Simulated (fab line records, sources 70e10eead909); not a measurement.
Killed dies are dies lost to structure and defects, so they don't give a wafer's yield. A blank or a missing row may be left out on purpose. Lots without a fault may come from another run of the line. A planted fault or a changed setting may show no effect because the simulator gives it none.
fab line records | flow nand_harc
record lots=23 wafers=69 last_day=24
route steps=1159 shown A_CONTACT@955 A_M0@1009 A_M1@1040
lots that met no fault: from a run of the same line without faults
start_h: hours from the record's first day to the start of the lot's first wafer shown | wait_h: hours since the lot's step before | " the same as in the row above | L1.1+2: a row that stands for several wafers | - no value, or no start given | * or withheld: withheld | < > ~ a bound
route shown NAME@n: a module of which the file shows steps, and the number in the route of the first | usual: mean/standard deviation of fault-free wafers | same: alike in all rows | chamber/n: place in a boat | sites: the reading at each site | _std_site: their standard deviation | _edge_site: outer sites' mean less inner sites' | radius_mm: how far each site lies from the wafer's centre | mask NAME#n: copy n | behind: the tool/chamber that last shaped the wafer | hold: why the lot was held/for how many hours/how that ended | device: the transistor (n, p or np) that didn't switch | end of line: the same wafers' tests at the end of the route | a step without rows: its recipe alone | killed: dies lost to structure and defects at the first sort, not the wafer's yield | map: a wafer's dies, x killed, . not, _ none there
set.NAME: the setting as run; set.NAME@STEP: as run at that earlier step | model.NAME: the simulator's own value behind a step, which no gauge read
steps of the route over a sample of lots; a table a step, a row a wafer
services: from which hour (start_h, from the record's first day; less than 0 if before it) a tool's chamber was out of use, for how many hours, and why
## steps
# step NHARC_A_CONTACT_ETCH_110
# recipe target_depth_a=500 overetch_a=50 time_s=27.5 ion_energy_ev=100 cf4_flow_sccm=80 o2_flow_sccm=20 ar_flow_sccm=0 rf_w=300 bias_w=100 chemistry=CF4/O2
# usual bias_w=99.97/0.28 drypump_motor_current_A=5.6/0.46 oes_product_au=0.998/0.0098 rf_vpp_V=197.8/1.5 showerhead_plenum_p_Torr=1.34/0.064 throttle_valve_pct=13.398/0.01
# columns lot.wafer tool chamber start_h wait_h bias_w drypump_motor_current_A oes_product_au rf_hours_counter_h rf_vpp_V showerhead_plenum_p_Torr throttle_valve_pct
L075.3 rie_diel-09 1 389.81 0.3 99.97 5.0 1.014 48 195.6 1.24 13.407
L075.1 " 2 " " 99.81 5.6 1.010 51 198.7 1.37 13.396
L075.5 " 1 " " 99.89 5.0 1.011 - 195.1 1.24 13.389
L074.1 rie_diel-01 0 389.87 0.1 99.86 5.7 1.010 14 200.8 1.44 13.396
L074.2 " 3 " " 100.41 6.2 0.998 15 197.9 1.32 13.394
L074.6 " 1 " " 99.70 6.0 0.987 - 196.0 1.27 13.391
L076.2 rie_diel-03 1 403.47 0.1 100.08 4.7 1.003 0 200.2 1.39 13.379
L076.3 " 1 " " 99.76 4.7 1.017 - 198.6 1.39 13.395
L076.5 " 1 " " 100.42 4.7 1.013 - 198.5 1.39 13.410
L077.2 rie_diel-01 0 404.59 0.1 100.09 5.7 1.004 18 200.2 1.44 13.382
L077.4 " 1 " " 100.04 6.0 0.981 - 195.8 1.26 13.406
L077.5 " 3 " " 100.26 6.2 1.013 - 197.2 1.31 13.394
L078.2 rie_diel-01 1 415.90 0.1 100.24 6.1 0.991 18 196.0 1.26 13.393
L078.5 " 2 " " 99.36 5.6 0.995 - 196.9 1.30 13.399
L078.6 " 3 " " 99.91 6.2 1.004 - 197.8 1.31 13.396
L079.3 rie_diel-09 0 420.66 0.1 99.69 6.3 1.001 62 197.5 1.36 13.393
L079.4 " 1 " " 100.17 5.0 1.010 60 196.0 1.24 13.381
L079.5 " 3 " " 100.32 5.6 1.011 - 199.8 1.39 13.405
L080.4 rie_diel-09 2 429.74 0.1 100.12 5.6 1.000 65 198.2 1.36 13.401
L080.1 " 1 " " 100.23 5.0 1.005 62 196.9 1.24 13.397
L080.5 " 2 " " 99.93 5.6 1.008 - 199.1 1.36 13.403
L081.2 rie_diel-01 0 434.38 0.1 99.84 5.7 0.985 23 199.8 1.44 13.403
L081.4 " 1 " " 99.96 6.0 0.982 22 196.8 1.26 13.415
L081.6 " 3 " " 99.88 6.2 0.987 - 196.4 1.31 13.389
L084.4 rie_diel-01 2 447.04 0.1 99.78 5.6 1.002 19 198.6 1.30 13.392
L084.2 " 3 " " 100.32 6.2 1.005 28 197.2 1.31 13.406
L084.5 " 2 " " 100.07 5.6 0.992 - 196.6 1.30 13.382
L085.4 rie_diel-03 3 453.47 0.1 99.90 5.3 0.994 17 195.7 1.24 13.393
L085.3 " 1 " " 99.98 4.7 1.013 24 199.9 1.38 13.402
L085.6 " 0 " " 99.54 5.8 0.996 - 199.0 1.35 13.407
L083.3 rie_diel-03 3 454.34 0.1 100.01 5.3 0.986 17 196.8 1.24 13.409
L083.5 " 2 " " 100.17 5.2 0.997 - 199.3 1.41 13.393
L083.6 " 3 " " 99.88 5.3 0.991 - 195.1 1.24 13.417
L082.1 rie_diel-01 3 454.77 0.1 99.98 6.2 1.003 30 196.8 1.31 13.405
L082.4 " 2 " " 99.88 5.6 0.984 21 197.6 1.30 13.400
L082.6 " 0 " " 99.98 5.7 0.995 - 199.4 1.44 13.409
L087.2 rie_diel-03 1 467.63 0.2 100.24 4.7 1.016 31 199.2 1.38 13.388
L087.3 " 2 " " 99.76 5.2 0.993 25 198.6 1.41 13.383
L087.1 " 3 " " 100.05 5.3 0.991 22 194.7 1.24 13.407
L086.4 rie_diel-09 2 468.73 0.0 99.64 5.6 1.001 11 197.6 1.36 13.382
L086.2 " 1 " " 99.94 5.0 1.014 10 195.2 1.24 13.385
L086.5 " 3 " " 100.37 5.6 1.014 - 199.6 1.39 13.392
L088.2 rie_diel-01 2 480.98 0.1 100.23 5.6 0.986 26 198.2 1.30 13.403
L088.4 " 2 " " 100.02 5.6 0.996 - 198.5 1.30 13.407
L088.5 " 1 " " 99.78 6.0 1.000 - 195.8 1.26 13.405
L089.4 rie_diel-03 1 482.34 0.1 99.72 4.7 1.010 37 198.7 1.38 13.401
L089.3 " 0 " " 99.95 5.7 0.988 21 198.3 1.35 13.404
L089.6 " 1 " " 100.07 4.7 1.009 - 198.4 1.38 13.387
L091.2 rie_diel-03 0 495.38 0.0 100.10 5.8 0.997 25 197.7 1.35 13.391
L091.1 " 1 " " 99.90 4.7 1.002 41 198.6 1.38 13.388
L091.5 " 1 " " 100.02 4.7 1.003 - 198.6 1.38 13.390
L092.3 rie_diel-01 3 504.02 0.0 99.78 6.2 0.984 0 196.9 1.31 13.382
L092.4 " 0 " " 99.68 5.7 0.990 0 199.2 1.44 13.399
L092.1 " 1 " " 99.74 6.0 0.984 0 196.9 1.26 13.403
L093.4 rie_diel-01 1 516.52 0.1 99.67 6.0 0.980 3 196.4 1.26 13.408
L093.2 " 0 " " 100.29 5.7 0.984 4 200.0 1.44 13.387
L093.5 " 1 " " 100.19 6.0 0.981 - 196.5 1.26 13.398
L095.2 rie_diel-03 1 519.78 0.1 99.84 4.7 1.015 50 197.9 1.38 13.403
L095.6 " 1 " " 99.78 4.7 1.006 - 198.8 1.38 13.388
L095.5 " 3 " " 99.94 5.3 0.993 - 194.9 1.24 13.404
L094.3 rie_diel-03 0 523.36 0.1 100.02 5.7 0.993 36 198.3 1.35 13.382
L094.4 " 2 " " 100.93 5.2 1.010 41 199.2 1.41 13.393
L094.5 " 0 " " 99.66 5.7 0.992 - 198.6 1.35 13.402
L096.3 rie_diel-01 1 527.61 0.1 99.81 6.0 0.983 6 197.4 1.26 13.402
L096.1 " 3 " " 100.13 6.2 0.979 7 198.5 1.31 13.405
L096.5 " 0 " " 99.53 5.7 1.003 - 199.7 1.44 13.380
L097.1 rie_diel-01 3 532.18 0.1 99.80 6.2 0.992 8 198.6 1.31 13.401
L097.2 " 1 " " 99.90 6.0 0.980 7 195.7 1.26 13.405
L097.5 " 3 " " 100.24 6.2 0.980 - 197.3 1.31 13.395
# step NHARC_A_CONTACT_STRIP_26
# recipe o2_flow_sccm=500 ar_flow_sccm=0 bias_w=0 chemistry=O2
# usual drypump_motor_current_A=5.6/0.47 oes_product_au=0.998/0.0084 rf_vpp_V=57.8/0.89 showerhead_plenum_p_Torr=3.53/0.16 throttle_valve_pct=17.036/0.0086
# same bias_w=0
# columns lot.wafer tool chamber start_h wait_h drypump_motor_current_A oes_product_au rf_hours_counter_h rf_vpp_V showerhead_plenum_p_Torr throttle_valve_pct
L075.3 rie_diel-09 1 - - 5.0 1.008 48 58.2 3.30 17.034
L075.1 " 2 " " 5.7 0.995 51 57.6 3.61 17.037
L075.5 " 1 " " 5.0 1.009 - 57.5 3.30 17.026
L074.1 rie_diel-01 1 - - 6.1 0.986 12 57.8 3.35 17.025
L074.2 " 3 " " 6.2 1.013 15 58.9 3.48 17.056
L074.6 " 0 " " 5.7 0.997 - 58.4 3.80 17.028
L076.2 rie_diel-03 2 403.62 0.1 5.2 0.998 0 59.8 3.74 17.039
L076.3 " 1 " " 4.7 1.007 - 58.3 3.66 17.026
L076.5 " 2 " " 5.2 0.998 - 57.5 3.73 17.036
L077.2 rie_diel-01 3 - - 6.2 1.005 19 58.6 3.48 17.030
L077.4 " 3 " " 6.2 0.999 - 58.3 3.48 17.032
L077.5 " 0 " " 5.7 0.998 - 58.3 3.80 17.032
L078.2 rie_diel-01 1 - - 6.0 0.991 18 58.7 3.35 17.038
L078.6 " 1 " " 6.1 0.996 - 57.6 3.35 17.029
L078.5 " 2 " " 5.5 1.002 - 58.3 3.45 17.036
L079.3 rie_diel-09 0 - - 6.4 0.988 62 57.8 3.58 17.047
L079.4 " 2 " " 5.6 1.001 63 59.4 3.60 17.040
L079.5 " 0 " " 6.4 0.991 - 57.5 3.58 17.045
L080.1 rie_diel-09 1 - - 5.0 1.008 62 56.2 3.29 17.043
L080.4 " 2 " " 5.6 1.003 65 57.6 3.60 17.032
L080.5 " 2 " " 5.6 1.008 - 58.7 3.60 17.019
L081.2 rie_diel-01 2 - - 5.6 1.009 16 57.6 3.45 17.048
L081.4 " 0 " " 5.7 0.993 23 60.1 3.79 17.047
L081.6 " 3 " " 6.2 1.008 - 57.9 3.47 17.018
L084.2 rie_diel-01 2 - - 5.6 0.994 20 56.8 3.44 17.025
L084.4 " 3 " " 6.2 0.997 28 58.1 3.47 17.018
L084.5 " 1 " " 6.1 0.997 - 57.0 3.35 17.047
L085.4 rie_diel-03 0 - - 5.8 1.001 10 57.2 3.58 17.028
L085.3 " 1 " " 4.8 1.016 24 57.0 3.65 17.046
L085.6 " 0 " " 5.8 0.996 - 58.9 3.58 17.052
L083.3 rie_diel-03 2 - - 5.2 0.989 19 58.7 3.72 17.016
L083.5 " 1 " " 4.7 0.998 - 58.6 3.65 17.039
L083.6 " 2 " " 5.2 0.999 - 59.1 3.72 17.037
L082.4 rie_diel-01 2 - - 5.6 0.992 21 56.9 3.44 17.034
L082.1 " 3 " " 6.2 0.997 30 58.1 3.47 17.031
L082.6 " 3 " " 6.2 1.003 - 56.6 3.47 17.034
L087.1 rie_diel-03 1 - - 4.7 1.010 31 57.7 3.64 17.033
L087.2 " 2 " " 5.2 0.998 25 58.2 3.72 17.040
L087.3 " 3 " " 5.3 0.996 22 57.5 3.29 17.038
L086.2 rie_diel-09 0 - - 6.4 0.997 11 57.6 3.58 17.037
L086.4 " 1 " " 5.0 1.007 10 57.4 3.29 17.041
L086.5 " 1 " " 5.0 1.006 - 56.9 3.29 17.041
L088.2 rie_diel-01 2 - - 5.6 0.987 26 56.2 3.44 17.032
L088.5 " 0 " " 5.7 0.999 - 58.9 3.79 17.027
L088.4 " 2 " " 5.6 0.989 - 57.7 3.44 17.037
L089.4 rie_diel-03 1 - - 4.7 1.005 37 58.5 3.64 17.032
L089.3 " 2 " " 5.2 0.999 31 59.6 3.72 17.037
L089.6 " 0 " " 5.8 1.001 - 57.7 3.57 17.029
L091.1 rie_diel-03 2 - - 5.1 0.995 34 58.2 3.72 17.038
L091.2 " 3 " " 5.3 1.001 32 57.2 3.28 17.026
L091.5 " 2 " " 5.2 0.997 - 57.4 3.72 17.034
L092.3 rie_diel-01 1 - - 6.0 0.988 0 58.0 3.34 17.040
L092.1 " 2 " " 5.6 0.989 0 56.8 3.44 17.033
L092.4 " 3 " " 6.2 0.980 0 57.5 3.47 17.038
L093.4 rie_diel-01 3 - - 6.2 0.988 4 56.5 3.47 17.027
L093.2 " 1 " " 6.1 0.985 3 55.7 3.34 17.024
L093.5 " 2 " " 5.6 1.000 - 56.9 3.44 17.027
L095.2 rie_diel-03 1 - - 4.7 1.017 50 59.2 3.63 17.035
L095.6 " 0 " " 5.8 0.994 - 56.8 3.56 17.034
L095.5 " 3 " " 5.3 0.999 - 56.6 3.28 17.034
L094.3 rie_diel-03 1 - - 4.8 1.013 51 58.3 3.63 17.030
L094.4 " 0 " " 5.8 0.993 36 58.1 3.56 17.043
L094.5 " 1 " " 4.7 1.008 - 57.5 3.63 17.034
L096.1 rie_diel-01 3 - - 6.2 0.990 7 55.5 3.46 17.038
L096.3 " 0 " " 5.7 1.004 7 57.3 3.78 17.035
L096.5 " 1 " " 6.1 0.982 - 58.5 3.34 17.035
L097.1 rie_diel-01 0 - - 5.7 1.000 9 57.8 3.78 17.024
L097.2 " 3 " " 6.2 0.995 8 58.4 3.46 17.043
L097.5 " 0 " " 5.7 0.996 - 57.2 3.78 17.055
# step NHARC_A_M0_ETCH_15
# recipe target_depth_a=1500 overetch_a=150 time_s=82.5 c4f8_flow_sccm=withheld ar_flow_sccm=400 rf_w=600 bias_w=300 chemistry=C4F8/Ar
# usual bias_w=300.1/0.85 oes_product_au=0.948/0.021 rf_vpp_V=442.3/2.6
# columns lot.wafer tool chamber start_h wait_h bias_w oes_product_au rf_hours_counter_h rf_vpp_V
L075.3 rie_diel-02 1 - - 300.7 0.970 4 442.1
L075.1 " 2 " " 298.3 0.959 4 443.5
L075.5 " 1 " " 300.1 0.973 - 440.9
L074.1 rie_diel-10 1 - - 300.5 0.974 4 444.2
L074.2 " 2 " " 300.4 0.955 3 444.5
L074.6 " 1 " " 300.3 0.972 - 446.1
L076.3 rie_diel-07 1 - - 300.1 0.970 0 444.9
L076.2 " 0 " " 299.3 0.974 0 441.4
L076.5 " 1 " " 299.5 0.974 - 445.7
L077.2 rie_diel-02 3 - - 301.0 0.908 5 440.9
L077.4 " 2 " " 298.6 0.927 5 442.6
L077.5 " 3 " " 300.4 0.917 - 440.4
L078.2 rie_diel-07 0 - - 300.7 0.971 0 442.0
L078.5 " 3 " " 299.8 0.972 - 440.8
L078.6 " 0 " " 300.7 0.970 - 441.6
L079.4 rie_diel-07 1 - - 300.6 0.973 0 445.5
L079.3 " 2 " " 302.0 0.974 1 446.4
L079.5 " 0 " " 300.1 0.955 - 441.4
L080.1 rie_diel-02 3 - - 299.7 0.919 6 439.7
L080.4 " 0 " " 298.8 0.939 6 441.9
L080.5 " 2 " " 301.1 0.964 - 443.3
L081.2 rie_diel-02 2 - - 299.5 0.954 7 443.5
L081.4 " 3 " " 299.5 0.932 6 441.2
L081.6 " 0 " " 300.6 0.974 - 443.3
L084.2 rie_diel-10 2 - - 299.1 0.920 7 444.2
L084.5 " 1 " " 299.2 0.922 - 445.0
L084.4 " 2 " " 298.1 0.904 - 445.3
L085.4 rie_diel-10 0 - - 299.7 0.933 9 438.3
L085.3 " 1 " " 299.7 0.935 9 445.1
L085.6 " 3 " " 299.2 0.923 - 443.2
L083.3 rie_diel-02 1 - - 297.9 0.924 9 441.8
L083.5 " 3 " " 300.6 0.911 - 440.2
L083.6 " 0 " " 300.0 0.930 - 443.0
L082.4 rie_diel-07 3 - - 299.3 0.948 4 437.4
L082.1 " 2 " " 300.0 0.971 5 446.7
L082.6 " 0 " " 300.0 0.955 - 440.7
L087.3 rie_diel-07 1 - - 299.9 0.965 5 445.8
L087.1 " 2 " " 299.8 0.981 5 445.6
L087.2 " 3 " " 302.5 0.967 4 438.0
L086.2 rie_diel-07 3 - - 300.2 0.965 4 438.5
L086.4 " 0 " " 299.6 0.981 4 441.7
L086.5 " 3 " " 299.6 0.963 - 437.9
L088.2 rie_diel-07 0 - - 300.9 0.924 5 441.4
L088.4 " 1 " " 300.2 0.917 6 444.5
L088.5 " 0 " " 300.5 0.934 - 441.5
L089.4 rie_diel-02 2 - - 300.4 0.981 11 441.2
L089.3 " 1 " " 301.1 0.969 11 441.0
L089.6 " 3 " " 300.0 0.938 - 440.1
L091.1 rie_diel-07 1 - - 301.0 0.923 7 445.5
L091.2 " 3 " " 300.6 0.962 6 437.7
L091.5 " 1 " " 299.0 0.932 - 443.9
L092.4 rie_diel-10 2 - - 299.9 0.947 11 445.0
L092.3 " 3 " " 300.6 0.967 10 442.8
L092.1 " 0 " " 298.6 0.962 12 436.5
L093.4 rie_diel-10 0 - - 299.2 0.923 12 437.4
L093.2 " 3 " " 301.5 0.922 10 442.8
L093.5 " 1 " " 300.3 0.928 - 444.4
L095.2 rie_diel-02 0 - - 299.4 0.968 1 444.2
L095.5 " 3 " " 300.3 0.938 - 439.5
L095.6 " 0 " " 299.3 0.965 - 443.2
L094.3 rie_diel-07 0 - - 299.2 0.945 8 441.9
L094.5 " 3 " " 301.3 0.962 - 438.2
L094.4 " 0 " " 300.6 0.958 - 442.1
L096.1 rie_diel-02 2 - - 300.0 0.932 2 442.3
L096.3 " 1 " " 299.2 0.936 2 440.5
L096.5 " 2 " " 301.3 0.934 - 442.2
L097.2 rie_diel-02 3 - - 299.1 0.945 2 439.7
L097.1 " 0 " " 300.7 0.958 2 443.1
L097.5 " 3 " " 300.4 0.939 - 439.8
# step NHARC_A_M1_ETCH_35
# recipe target_depth_a=400 overetch_a=120 time_s=43.94 ion_energy_ev=200 n2_flow_sccm=150 h2_flow_sccm=150 ar_flow_sccm=0 rf_w=400 bias_w=150 chemistry=N2/H2
# usual bias_w=150.0/0.4 drypump_motor_current_A=5.8/0.53 oes_product_au=0.996/0.0094 rf_vpp_V=431.0/2.8 showerhead_plenum_p_Torr=2.05/0.099 throttle_valve_pct=14.171/0.0097
# columns lot.wafer tool chamber start_h wait_h bias_w drypump_motor_current_A oes_product_au rf_hours_counter_h rf_vpp_V showerhead_plenum_p_Torr throttle_valve_pct
L075.1 rie_diel-06 2 409.23 0.1 150.1 5.2 1.004 12 433.6 2.18 14.141
L075.3 " 0 " " 149.9 6.5 1.006 9 427.7 1.91 14.169
L075.5 " 1 " " 149.4 6.2 1.001 - 427.9 1.91 14.177
L074.1 rie_diel-13 0 410.07 0.1 151.1 5.0 0.991 3 432.3 2.11 14.165
L074.2 " 2 " " 149.1 5.5 0.975 3 427.3 1.93 14.177
L074.6 " 3 " " 150.2 6.6 0.999 - 430.5 2.02 14.181
L076.3 rie_diel-12 2 418.60 0.1 150.2 5.8 1.011 1 434.0 2.18 14.160
L076.2 " 3 " " 149.9 6.3 0.977 2 428.4 1.97 14.171
L076.5 " 3 " " 150.0 6.3 0.979 - 429.4 1.97 14.162
L077.2 rie_diel-12 2 419.01 0.1 149.6 5.8 1.012 2 433.4 2.18 14.177
L077.4 " 3 " " 149.9 6.3 0.984 2 427.5 1.97 14.174
L077.5 " 3 " " 150.2 6.3 0.991 - 428.9 1.97 14.172
L078.2 rie_diel-12 0 427.23 0.1 149.3 5.6 0.996 4 430.5 2.02 14.162
L078.6 " 0 " " 148.6 5.6 1.005 - 429.8 2.02 14.185
L078.5 " 1 " " 149.4 5.3 1.001 - 433.5 2.14 14.178
L079.3 rie_diel-12 3 437.41 0.5 149.5 6.3 0.988 4 429.3 1.97 14.172
L079.4 " 1 " " 149.8 5.3 0.994 4 432.5 2.14 14.159
L079.5 " 2 " " 149.8 5.8 0.999 - 433.4 2.18 14.165
L080.4 rie_diel-06 0 444.24 0.1 150.0 6.5 1.013 1 427.6 1.91 14.174
L080.1 " 3 " " 150.4 6.5 0.994 1 433.4 2.10 14.174
L080.5 " 1 " " 150.3 6.2 0.996 - 426.2 1.91 14.171
L081.2 rie_diel-12 3 449.20 0.1 150.3 6.3 0.986 5 427.2 1.97 14.165
L081.4 " 0 " " 149.5 5.6 0.995 5 429.3 2.02 14.179
L081.6 " 2 " " 149.9 5.8 1.011 - 434.5 2.18 14.181
L084.2 rie_diel-06 2 458.21 0.1 150.0 5.2 0.994 1 435.9 2.18 14.166
L084.4 " 3 " " 150.3 6.5 1.002 1 432.0 2.10 14.171
L084.5 " 2 " " 150.6 5.2 1.000 - 435.9 2.18 14.157
L085.3 rie_diel-13 3 466.36 0.1 151.1 6.6 0.995 0 431.8 2.01 14.168
L085.6 " 2 " " 150.0 5.5 0.991 - 427.1 1.93 14.199
L085.4 " 3 " " 150.8 6.6 0.993 - 430.8 2.02 14.180
L083.3 rie_diel-06 0 477.57 0.1 150.2 6.5 1.005 2 426.9 1.91 14.181
L083.6 " 0 " " 149.7 6.5 1.001 - 426.8 1.91 14.172
L083.5 " 1 " " 150.8 6.2 0.988 - 426.2 1.91 14.166
L082.1 rie_diel-13 2 478.19 0.1 150.3 5.5 0.990 0 426.2 1.92 14.185
L082.4 " 3 " " 149.8 6.6 0.998 0 430.2 2.01 14.164
L082.6 " 1 " " 149.5 6.0 0.997 - 430.1 2.05 14.157
L087.1 rie_diel-12 2 482.15 0.1 150.2 5.8 1.014 8 434.8 2.18 14.165
L087.2 " 3 " " 150.3 6.3 0.984 10 429.7 1.97 14.180
L087.3 " 1 " " 149.5 5.3 1.002 8 433.3 2.13 14.165
L086.2 rie_diel-12 1 482.97 0.1 149.7 5.2 0.993 8 434.0 2.13 14.181
L086.4 " 2 " " 149.8 5.8 1.003 9 435.2 2.18 14.165
L086.5 " 2 " " 149.3 5.8 0.995 - 432.9 2.18 14.157
L088.4 rie_diel-12 3 505.24 0.1 150.3 6.3 1.005 11 428.8 1.97 14.186
L088.2 " 1 " " 149.5 5.2 0.986 9 433.6 2.13 14.180
L088.5 " 2 " " 150.2 5.8 0.996 - 434.4 2.18 14.158
L089.3 rie_diel-13 3 505.42 0.1 149.7 6.6 1.002 1 429.2 2.01 14.159
L089.4 " 1 " " 150.2 5.9 0.994 1 429.7 2.05 14.160
L089.6 " 3 " " 150.2 6.6 0.996 - 430.2 2.01 14.185
L091.2 rie_diel-13 0 518.45 0.1 150.6 4.9 0.996 1 432.8 2.11 14.158
L091.1 " 1 " " 149.9 6.0 0.981 1 431.4 2.05 14.175
L091.5 " 1 " " 149.9 6.0 0.979 - 430.1 2.05 14.182
L092.1 rie_diel-06 2 522.10 0.1 150.5 5.2 0.997 5 434.2 2.18 14.187
L092.3 " 3 " " 150.5 6.5 0.995 5 431.9 2.10 14.165
L092.4 " 1 " " 149.9 6.2 1.004 5 426.5 1.91 14.188
L093.4 rie_diel-06 3 528.66 0.1 150.2 6.5 0.996 5 433.3 2.10 14.167
L093.2 " 1 " " 149.1 6.2 1.004 5 426.1 1.91 14.191
L093.5 " 2 " " 149.9 5.2 0.991 - 434.2 2.18 14.162
L095.2 rie_diel-13 0 531.91 0.1 150.2 4.9 1.007 2 433.0 2.11 14.159
L095.6 " 2 " " 149.7 5.5 0.989 - 428.2 1.92 14.178
L095.5 " 1 " " 150.4 5.9 1.001 - 432.3 2.05 14.163
L094.3 rie_diel-12 1 538.98 0.1 150.3 5.3 0.983 11 432.8 2.13 14.168
L094.5 " 2 " " 150.2 5.8 0.991 - 434.5 2.18 14.187
L094.4 " 1 " " 149.8 5.3 0.988 - 432.0 2.13 14.180
L096.3 rie_diel-12 3 543.01 0.1 150.2 6.3 0.987 14 427.8 1.97 14.182
L096.1 " 1 " " 149.8 5.3 0.997 12 432.8 2.13 14.173
L096.5 " 2 " " 149.9 5.9 0.993 - 433.1 2.18 14.180
L097.1 rie_diel-12 3 543.68 0.1 149.9 6.3 0.985 15 428.3 1.97 14.177
L097.2 " 1 " " 150.1 5.2 0.990 12 432.9 2.13 14.167
L097.5 " 3 " " 149.7 6.3 0.991 - 429.7 1.97 14.178
# step NHARC_A_M1_THK_MEAS_24
# recipe thk_meas_gauge=xrf
# usual thk_nm=154.3/1.5
# columns lot.wafer tool chamber start_h wait_h thk_nm
L075.1 film_metro-01 - 411.88 - 153.2
L075.3 " - " " 154.4
L075.5 " - " " 154.3
L074.1 film_metro-02 - 412.40 - 154.9
L074.2 " - " " 154.8
L074.6 " - " " 153.5
L076.2 film_metro-02 - 421.06 - 155.3
L076.3 " - " " 155.8
L076.5 " - " " 153.4
L077.2 film_metro-02 - 421.38 - 155.8
L077.4 " - " " 153.8
L077.5 " - " " 152.2
L078.2 film_metro-02 - 429.87 - 154.5
L078.5 " - " " 153.7
L078.6 " - " " 152.2
L079.3 film_metro-02 - 439.88 - 153.9
L079.4 " - " " 152.2
L079.5 " - " " 152.6
L080.1 film_metro-02 - 446.57 - 156.3
L080.4 " - " " 154.5
L080.5 " - " " 155.9
L081.2 film_metro-01 - 452.33 - 153.2
L081.4 " - " " 152.7
L081.6 " - " " 155.2
L084.2 film_metro-02 - 460.77 - 156.1
L084.4 " - " " 154.6
L084.5 " - " " 157.6
L085.3 film_metro-02 - 468.72 - 150.7
L085.4 " - " " 154.1
L085.6 " - " " 155.4
L083.3 film_metro-01 - 480.02 - 155.3
L083.5 " - " " 154.4
L083.6 " - " " 154.3
L082.1 film_metro-01 - 480.63 - 151.7
L082.4 " - " " 151.9
L082.6 " - " " 153.4
L087.1 film_metro-01 - 484.47 - 154.5
L087.2 " - " " 153.0
L087.3 " - " " 155.2
L086.2 film_metro-02 - 485.31 - 156.3
L086.4 " - " " 155.1
L086.5 " - " " 155.4
L088.2 film_metro-01 - 507.60 - 154.4
L088.4 " - " " 154.2
L088.5 " - " " 156.2
L089.3 film_metro-02 - 507.92 - 156.0
L089.4 " - " " 157.0
L089.6 " - " " 155.3
L091.1 film_metro-01 - 520.90 - 154.0
L091.2 " - " " 156.4
L091.5 " - " " 155.9
L092.1 film_metro-01 - 524.44 - 155.2
L092.3 " - " " 156.6
L092.4 " - " " 155.2
L093.2 film_metro-01 - 531.00 - 154.3
L093.4 " - " " 153.6
L093.5 " - " " 155.1
L095.2 film_metro-02 - 534.89 - 155.8
L095.5 " - " " 153.9
L095.6 " - " " 154.1
L094.3 film_metro-01 - 541.46 - 153.2
L094.4 " - " " 155.2
L094.5 " - " " 155.0
L096.1 film_metro-01 - 545.39 - 152.3
L096.3 " - " " 152.9
L096.5 " - " " 153.7
L097.1 film_metro-02 - 546.03 - 152.5
L097.2 " - " " 155.1
L097.5 " - " " 153.5
# step NHARC_A_M1_INSPECT_27
# usual raw_defect_count=464/140
# columns lot.wafer tool chamber start_h wait_h raw_defect_count
L075.1 defect_inspect-02 - 412.03 0.0 385
L075.3 " - " " 565
L075.5 " - " " 497
L074.1 defect_inspect-01 - 412.56 0.0 570
L074.2 " - " " 497
L074.6 " - " " 320
L076.2 defect_inspect-01 - 421.22 0.0 342
L076.3 " - " " 289
L076.5 " - " " 403
L077.2 defect_inspect-01 - 421.54 0.0 329
L077.4 " - " " 323
L077.5 " - " " 510
L078.2 defect_inspect-01 - 430.02 0.0 310
L078.5 " - " " 386
L078.6 " - " " 405
L079.3 defect_inspect-01 - 440.03 0.0 367
L079.4 " - " " 434
L079.5 " - " " 661
L080.1 defect_inspect-01 - 446.72 0.0 424
L080.4 " - " " 385
L080.5 " - " " 424
L081.2 defect_inspect-01 - 452.49 0.0 373
L081.4 " - " " 442
L081.6 " - " " 291
L084.2 defect_inspect-01 - 460.95 0.0 469
L084.4 " - " " 430
L084.5 " - " " 617
L085.3 defect_inspect-01 - 468.88 0.0 344
L085.4 " - " " 467
L085.6 " - " " 653
L083.3 defect_inspect-01 - 480.18 0.0 347
L083.5 " - " " 269
L083.6 " - " " 215
L082.1 defect_inspect-01 - 480.79 0.0 408
L082.4 " - " " 480
L082.6 " - " " 572
L087.1 defect_inspect-01 - 484.62 0.0 304
L087.2 " - " " 400
L087.3 " - " " 412
L086.2 defect_inspect-01 - 485.47 0.0 343
L086.4 " - " " 452
L086.5 " - " " 374
L088.2 defect_inspect-01 - 507.76 0.0 563
L088.4 " - " " 732
L088.5 " - " " 616
L089.3 defect_inspect-01 - 508.08 0.0 551
L089.4 " - " " 592
L089.6 " - " " 534
L091.1 defect_inspect-02 - 521.05 0.0 379
L091.2 " - " " 440
L091.5 " - " " 580
L092.1 defect_inspect-02 - 524.59 0.0 428
L092.3 " - " " 420
L092.4 " - " " 335
L093.2 defect_inspect-02 - 531.15 0.0 381
L093.4 " - " " 392
L093.5 " - " " 478
L095.2 defect_inspect-02 - 535.06 0.0 584
L095.5 " - " " 432
L095.6 " - " " 626
L094.3 defect_inspect-02 - 541.62 0.0 714
L094.4 " - " " 654
L094.5 " - " " 685
L096.1 defect_inspect-02 - 545.54 0.0 630
L096.3 " - " " 380
L096.5 " - " " 590
L097.1 defect_inspect-02 - 546.19 0.0 320
L097.2 " - " " 373
L097.5 " - " " 400
## services
# columns tool chamber start_h hours kind
rie_diel-13 1 368.47 5.6 repair
rie_diel-09 0 371.94 1.3 repair
rie_diel-12 - 379.40 9.0 pm
rie_diel-06 - 381.05 0.5 repair
rie_diel-01 2 381.19 32.8 repair
rie_diel-01 1 383.76 2.5 repair
rie_diel-07 - 390.12 0.7 repair
rie_diel-03 - 392.34 9.0 pm
rie_diel-07 - 405.20 9.0 pm
rie_diel-03 2 408.24 2.8 repair
rie_diel-01 0 424.13 5.2 repair
rie_diel-09 - 432.52 9.0 pm
rie_diel-02 - 442.66 0.3 repair
rie_diel-02 1 453.80 2.2 repair
rie_diel-12 1 460.25 10.2 repair
rie_diel-01 - 465.79 1.9 repair
rie_diel-01 - 491.84 9.0 pm
rie_diel-02 - 504.70 9.0 pm
rie_diel-03 2 513.89 7.6 repair
rie_diel-09 3 514.81 12.1 repair
rie_diel-01 - 515.86 0.1 repair
rie_diel-02 - 526.79 0.5 repair
rie_diel-07 1 531.50 4.5 repair
rie_diel-12 0 533.51 10.3 repair
## key
fault none
